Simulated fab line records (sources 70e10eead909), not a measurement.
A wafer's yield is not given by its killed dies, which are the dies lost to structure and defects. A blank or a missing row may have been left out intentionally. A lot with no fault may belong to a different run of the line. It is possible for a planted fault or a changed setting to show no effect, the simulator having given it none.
fab line records + flow nandHarc
[record]
- lots = 6
- wafers = 17
- lastDay = 24
route steps=1159 shown A_ONON_D1@432
lots with no fault: from the same line, run without faults
startH: the number of hours between the record's first day and the start of the first shown wafer of the lot + waitH: how many hours have passed since the lot's step before this one + " identical to the entry in the row above + L1.1+2: a single row standing in for several wafers + - either no value or no given start + * or withheld: withheld + < > ~ a bound
route shown NAME@n: NAME is a module with steps in the file, n the number in the route of the first one + usual: mean/standard deviation of fault-free wafers + same: alike in all rows + chamber/n: place in a boat + sites: per-site readings + _std_site: how widely they spread, as a standard deviation + _edge_site: the outer-site mean with the inner-site mean subtracted + radiusMm: for every site, how far away it sits from the centre of the wafer + mask NAME#n: copy n + behind: the last tool/chamber to shape the wafer + hold: why the lot went on hold/how many hours it stayed there/how the hold came to an end + device: names the non-switching transistor (n, p or np) + end of line: the route-end tests of the same wafers + for a step that has no rows: nothing shown but its recipe + killed: not the wafer's yield, but the dies lost to structure and defects at the first sort + map: a wafer's dies, marking killed ones x, the rest . and places with no die _
set.NAME: the run value of the setting; set.NAME@STEP: its run value at that earlier step + model.NAME: the simulator's own value behind a step, which no gauge read
certain route steps with their lots: each step a table, each wafer a row
services: from which hour (startH, from the record's first day; less than 0 if before it) a tool's chamber was out of use, for how many hours, and why
[[steps]]
[step NHARC_A_ONON_D1_DEP_12]
[recipe]
- targetThkA = 10000
- n2FlowSccm = 2750
- n2oFlowSccm = 2000
- nh3FlowSccm = 500
- sih4FlowSccm = 210
- tempC = 400
[step NHARC_A_ONON_D1_THK_MEAS_14]
[recipe]
- thkMeasGauge = ellipsometry
[usual]
- thkNm = 998/8
| lot.wafer | tool         | chamber | startH | waitH | thkNm |
|-----------|--------------|---------|--------|-------|-------|
| L385.3    | filmMetro-01 | -       | 168.29 | -     | 989   |
| L385.4    | "            | -       | "      | "     | 988   |
| L385.6    | "            | -       | "      | "     | 988   |
| L386.2    | filmMetro-02 | -       | 168.33 | -     | 1002  |
| L386.3    | "            | -       | "      | "     | 1003  |
| L386.6    | "            | -       | "      | "     | 1004  |
| L394.4    | filmMetro-02 | -       | 217.85 | -     | 1014  |
| L394.5    | "            | -       | "      | "     | 1013  |
| L397.4    | filmMetro-02 | -       | 238.69 | -     | 988   |
| L397.5    | "            | -       | "      | "     | 988   |
| L397.6    | "            | -       | "      | "     | 990   |
| L402.2    | filmMetro-02 | -       | 255.78 | -     | 994   |
| L402.4    | "            | -       | "      | "     | 994   |
| L402.6    | "            | -       | "      | "     | 997   |
| L406.3    | filmMetro-01 | -       | 293.07 | -     | 1001  |
| L406.5    | "            | -       | "      | "     | 1001  |
| L406.6    | "            | -       | "      | "     | 1002  |
[step NHARC_A_ONON_D1_ANNEAL_15]
[recipe]
- tempC = 750
- timeS = 3600
[step NHARC_A_ONON_D1_DEP_16]
[recipe]
- targetThkA = 10000
- n2FlowSccm = 2750
- n2oFlowSccm = 2000
- nh3FlowSccm = 500
- sih4FlowSccm = 210
- tempC = 400
[step NHARC_A_ONON_D1_THK_MEAS_18]
[recipe]
- thkMeasGauge = ellipsometry
[usual]
- thkNm = 1005/7.8
| lot.wafer | tool         | chamber | startH | waitH | thkNm |
|-----------|--------------|---------|--------|-------|-------|
| L385.3    | filmMetro-01 | -       | 175.45 | -     | 1006  |
| L385.4    | "            | -       | "      | "     | 1007  |
| L385.6    | "            | -       | "      | "     | 1005  |
| L386.2    | filmMetro-02 | -       | 175.47 | -     | 1002  |
| L386.3    | "            | -       | "      | "     | 1005  |
| L386.6    | "            | -       | "      | "     | 1003  |
| L394.4    | filmMetro-02 | -       | 224.96 | -     | 1005  |
| L394.5    | "            | -       | "      | "     | 1004  |
| L397.4    | filmMetro-01 | -       | 245.77 | -     | 996   |
| L397.5    | "            | -       | "      | "     | 996   |
| L397.6    | "            | -       | "      | "     | 997   |
| L402.2    | filmMetro-01 | -       | 265.24 | -     | 1010  |
| L402.4    | "            | -       | "      | "     | 1009  |
| L402.6    | "            | -       | "      | "     | 1010  |
| L406.3    | filmMetro-01 | -       | 301.23 | -     | 1002  |
| L406.5    | "            | -       | "      | "     | 1005  |
| L406.6    | "            | -       | "      | "     | 1004  |
[step NHARC_A_ONON_D1_DEP_19]
[recipe]
- targetThkA = 10000
- n2FlowSccm = 2750
- n2oFlowSccm = 2000
- nh3FlowSccm = 500
- sih4FlowSccm = 210
- tempC = 400
[step NHARC_A_ONON_D1_THK_MEAS_21]
[recipe]
- thkMeasGauge = ellipsometry
[usual]
- thkNm = 1001/8.4
| lot.wafer | tool         | chamber | startH | waitH | thkNm |
|-----------|--------------|---------|--------|-------|-------|
| L385.3    | filmMetro-02 | -       | 176.02 | -     | 996   |
| L385.4    | "            | -       | "      | "     | 997   |
| L385.6    | "            | -       | "      | "     | 996   |
| L386.2    | filmMetro-02 | -       | 176.04 | -     | 1000  |
| L386.3    | "            | -       | "      | "     | 1001  |
| L386.6    | "            | -       | "      | "     | 999   |
| L394.4    | filmMetro-02 | -       | 225.53 | -     | 1001  |
| L394.5    | "            | -       | "      | "     | 999   |
| L397.4    | filmMetro-02 | -       | 246.47 | -     | 990   |
| L397.5    | "            | -       | "      | "     | 991   |
| L397.6    | "            | -       | "      | "     | 990   |
| L402.2    | filmMetro-01 | -       | 265.93 | -     | 1001  |
| L402.4    | "            | -       | "      | "     | 1001  |
| L402.6    | "            | -       | "      | "     | 1003  |
| L406.3    | filmMetro-02 | -       | 301.93 | -     | 1005  |
| L406.5    | "            | -       | "      | "     | 1006  |
| L406.6    | "            | -       | "      | "     | 1005  |
[step NHARC_A_ONON_D1_DEP_22]
[recipe]
- targetThkA = 10000
- n2FlowSccm = 2750
- n2oFlowSccm = 2000
- nh3FlowSccm = 500
- sih4FlowSccm = 210
- tempC = 400
[step NHARC_A_ONON_D1_THK_MEAS_24]
[recipe]
- thkMeasGauge = ellipsometry
[usual]
- thkNm = 999/11
| lot.wafer | tool         | chamber | startH | waitH | thkNm |
|-----------|--------------|---------|--------|-------|-------|
| L385.3    | filmMetro-02 | -       | 176.58 | -     | 994   |
| L385.4    | "            | -       | "      | "     | 995   |
| L385.6    | "            | -       | "      | "     | 995   |
| L386.2    | filmMetro-02 | -       | 176.61 | -     | 1008  |
| L386.3    | "            | -       | "      | "     | 1007  |
| L386.6    | "            | -       | "      | "     | 1008  |
| L394.4    | filmMetro-02 | -       | 226.10 | -     | 1004  |
| L394.5    | "            | -       | "      | "     | 1005  |
| L397.4    | filmMetro-01 | -       | 247.04 | -     | 996   |
| L397.5    | "            | -       | "      | "     | 996   |
| L397.6    | "            | -       | "      | "     | 996   |
| L402.2    | filmMetro-01 | -       | 266.50 | -     | 1015  |
| L402.4    | "            | -       | "      | "     | 1014  |
| L402.6    | "            | -       | "      | "     | 1015  |
| L406.3    | filmMetro-02 | -       | 302.63 | -     | 996   |
| L406.5    | "            | -       | "      | "     | 996   |
| L406.6    | "            | -       | "      | "     | 995   |
[step NHARC_A_ONON_D1_DEP_25]
[recipe]
- targetThkA = 10000
- n2FlowSccm = 2750
- n2oFlowSccm = 2000
- nh3FlowSccm = 500
- sih4FlowSccm = 210
- tempC = 400
[step NHARC_A_ONON_D1_THK_MEAS_27]
[recipe]
- thkMeasGauge = ellipsometry
[usual]
- thkNm = 1000/7.5
| lot.wafer | tool         | chamber | startH | waitH | thkNm |
|-----------|--------------|---------|--------|-------|-------|
| L385.3    | filmMetro-02 | -       | 177.15 | -     | 1001  |
| L385.4    | "            | -       | "      | "     | 1000  |
| L385.6    | "            | -       | "      | "     | 1002  |
| L386.2    | filmMetro-01 | -       | 177.18 | -     | 992   |
| L386.3    | "            | -       | "      | "     | 990   |
| L386.6    | "            | -       | "      | "     | 989   |
| L394.4    | filmMetro-01 | -       | 226.67 | -     | 995   |
| L394.5    | "            | -       | "      | "     | 997   |
| L397.4    | filmMetro-02 | -       | 247.61 | -     | 1008  |
| L397.5    | "            | -       | "      | "     | 1007  |
| L397.6    | "            | -       | "      | "     | 1009  |
| L402.2    | filmMetro-02 | -       | 267.07 | -     | 992   |
| L402.4    | "            | -       | "      | "     | 994   |
| L402.6    | "            | -       | "      | "     | 993   |
| L406.3    | filmMetro-02 | -       | 303.29 | -     | 1012  |
| L406.5    | "            | -       | "      | "     | 1011  |
| L406.6    | "            | -       | "      | "     | 1010  |
[step NHARC_A_ONON_D1_DEP_28]
[recipe]
- targetThkA = 10000
- n2FlowSccm = 2750
- n2oFlowSccm = 2000
- nh3FlowSccm = 500
- sih4FlowSccm = 210
- tempC = 400
| lot.wafer  | tool         | chamber | startH | waitH |
|------------|--------------|---------|--------|-------|
| L386.2+3+6 | pecvdOnon-01 | 0       | 177.29 | 0.1   |
| L385.3+4+6 | pecvdOnon-02 | 0       | 177.32 | 0.2   |
| L394.4+5   | pecvdOnon-02 | 0       | 226.90 | 0.2   |
| L397.4+5+6 | pecvdOnon-02 | 0       | 247.84 | 0.2   |
| L402.2+4+6 | pecvdOnon-01 | 0       | 267.18 | 0.1   |
| L406.3+5+6 | pecvdOnon-04 | 0       | 303.46 | 0.2   |
[step NHARC_A_ONON_D1_THK_MEAS_30]
[recipe]
- thkMeasGauge = ellipsometry
[usual]
- thkNm = 1002/10
| lot.wafer | tool         | chamber | startH | waitH | hold                    | thkNm |
|-----------|--------------|---------|--------|-------|-------------------------|-------|
| L385.3    | filmMetro-02 | -       | 177.71 | -     | -                       | 998   |
| L385.4    | "            | -       | "      | "     | -                       | 998   |
| L385.6    | "            | -       | "      | "     | -                       | 1001  |
| L386.2    | filmMetro-02 | -       | 177.74 | -     | -                       | 1009  |
| L386.3    | "            | -       | "      | "     | -                       | 1008  |
| L386.6    | "            | -       | "      | "     | -                       | 1010  |
| L394.4    | filmMetro-02 | -       | 227.24 | -     | awaitDispo/0.2h/release | 1316  |
| L394.5    | "            | -       | "      | "     | awaitDispo/0.2h/release | 1313  |
| L394.4    | filmMetro-02 | -       | 227.41 | 0.2   | -                       | 1312  |
| L394.5    | "            | -       | "      | "     | -                       | 1316  |
| L397.4    | filmMetro-01 | -       | 248.18 | -     | awaitDispo/0.2h/release | 1310  |
| L397.5    | "            | -       | "      | "     | awaitDispo/0.2h/release | 1309  |
| L397.6    | "            | -       | "      | "     | awaitDispo/0.2h/release | 1000  |
| L397.4    | filmMetro-01 | -       | 248.36 | 0.2   | -                       | 1312  |
| L397.5    | "            | -       | "      | "     | -                       | 1310  |
| L397.6    | "            | -       | "      | "     | -                       | 1002  |
| L402.2    | filmMetro-02 | -       | 267.64 | -     | -                       | 1008  |
| L402.4    | "            | -       | "      | "     | -                       | 1006  |
| L402.6    | "            | -       | "      | "     | -                       | 1005  |
| L406.3    | filmMetro-02 | -       | 303.86 | -     | -                       | 986   |
| L406.5    | "            | -       | "      | "     | -                       | 989   |
| L406.6    | "            | -       | "      | "     | -                       | 988   |
[step NHARC_A_ONON_D1_DEP_33]
[recipe]
- targetThkA = 2000
- tempC = 400
- pressureTorr = 6.5
- rfW = 900
- teosFlowSccm = 161.4
- flowSccm = 2650
- targetThkNm = 200
- gas = O2
- material = SiO2
[usual]
- heaterPowerOuterW = 281/46
- heaterPowerW = 513/82
- rfFwdPowerW = 897.9/2.9
- throttleValvePct = 15.5/0.49
| lot.wafer | tool     | chamber | startH | waitH | hold                     | heaterPowerOuterW | heaterPowerW | rfFwdPowerW | throttleValvePct |
|-----------|----------|---------|--------|-------|--------------------------|-------------------|--------------|-------------|------------------|
| L386.3    | pecvd-03 | 0       | 177.80 | 0.1   | -                        | 244               | 428          | 897.2       | 16.0             |
| L386.2    | "        | 1       | "      | "     | -                        | 246               | 484          | 897.0       | 16.1             |
| L386.6    | "        | 0       | "      | "     | -                        | 256               | 435          | 898.0       | 15.8             |
| L385.3    | pecvd-01 | 0       | 177.81 | 0.1   | -                        | 248               | 445          | 898.8       | 15.0             |
| L385.6    | "        | 2       | "      | "     | -                        | 331               | 539          | 900.0       | 16.0             |
| L385.4    | "        | 0       | "      | "     | -                        | 246               | 459          | 896.1       | 15.2             |
| L394.5    | pecvd-01 | 2       | 250.38 | 23.0  | awaitDispo/10.4h/release | 241               | 438          | 898.8       | 16.0             |
| L394.4    | "        | 0       | "      | "     | awaitDispo/10.4h/release | 220               | 417          | 897.7       | 15.2             |
| L397.5    | pecvd-03 | 0       | 250.41 | 2.1   | awaitDispo/1.9h/release  | 272               | 458          | 899.2       | 15.4             |
| L397.4    | "        | 1       | "      | "     | awaitDispo/1.9h/release  | 238               | 478          | 893.6       | 16.0             |
| L397.6    | "        | 2       | "      | "     | awaitDispo/1.9h/release  | 224               | 452          | 900.5       | 16.2             |
| L402.2    | pecvd-01 | 2       | 267.74 | 0.1   | -                        | 241               | 400          | 892.0       | 16.2             |
| L402.6    | "        | 2       | "      | "     | -                        | 247               | 425          | 894.4       | 16.3             |
| L402.4    | "        | 0       | "      | "     | -                        | 238               | 441          | 895.2       | 15.3             |
| L406.3    | pecvd-02 | 0       | 304.33 | 0.5   | -                        | 306               | 532          | 896.3       | 14.6             |
| L406.5    | "        | 2       | "      | "     | -                        | 305               | 503          | 898.1       | 15.7             |
| L406.6    | "        | 1       | "      | "     | -                        | 257               | 560          | 898.6       | 16.0             |
[[services]]
| tool         | chamber | startH | hours | kind      |
|--------------|---------|--------|-------|-----------|
| pecvd-02     | 0       | 166.17 | -     | clean     |
| pecvd-02     | 1       | 166.17 | -     | clean     |
| pecvd-02     | 2       | 166.17 | -     | clean     |
| pecvd-01     | -       | 169.57 | 7.0   | repair    |
| pecvdOnon-01 | -       | 195.00 | 13.0  | pm        |
| pecvdOnon-04 | -       | 237.00 | 13.0  | pm        |
| pecvd-01     | -       | 237.24 | 13.0  | pm        |
| pecvd-01     | 0       | 237.24 | 13.0  | ventCycle |
| pecvd-01     | 1       | 237.24 | 13.0  | ventCycle |
| pecvd-01     | 2       | 237.24 | 13.0  | ventCycle |
| pecvd-01     | 0       | 250.24 | -     | clean     |
| pecvd-01     | 1       | 250.24 | -     | clean     |
| pecvd-01     | 2       | 250.24 | -     | clean     |
| pecvdOnon-02 | -       | 292.00 | 13.0  | pm        |
| pecvd-03     | -       | 292.14 | 13.0  | pm        |
| pecvd-03     | 0       | 292.14 | 13.0  | ventCycle |
| pecvd-03     | 1       | 292.14 | 13.0  | ventCycle |
| pecvd-03     | 2       | 292.14 | 13.0  | ventCycle |
[[key]]
[firstSign]
- step = NHARC_A_ONON_D1_THK_MEAS_30
- reading = visit
- direction = added
[effect]
- step = NHARC_A_ONON_D1_THK_MEAS_30
- reading = thkNm
- direction = up
- sigmas = 30
- usual = 1002
- struck = 1312
metAt NHARC_A_ONON_D1_DEP_28
struckWafers L394.4,L394.5,L397.4,L397.5
laterRowsLeftOut L394.4,L394.5,L397.4,L397.5
sortLeftOut L394.4,L394.5,L397.4,L397.5
testerLeftOut L394,L397
onsetBetween 177.32 226.90
[fault]
- kind = processParameterDrift
- tool = pecvdOnon-02
- chamber = -
- onsetH = 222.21
- steps = NHARC_A_ONON_D1_DEP_28
- channel = targetThkA
- offset = *
- shape = step
- endH = 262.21
- scope = struckWafersOnly
- actsIn = *
- stated = *
// testerLeftOut: of these lots the tester's yield and bins aren't shown, on N5 and GAA mostly nor the transistor test; their killed dies are dies lost to structure and defects alone, not to doping, threshold or leakage, so they don't give the yield
// sortLeftOut: the simulated sort isn't trusted on such a fault, so these wafers' sort isn't shown, and their yield isn't known
// laterRowsLeftOut: the simulator's readings of these wafers behind a module that went badly wrong aren't trusted and aren't shown, but for the sort
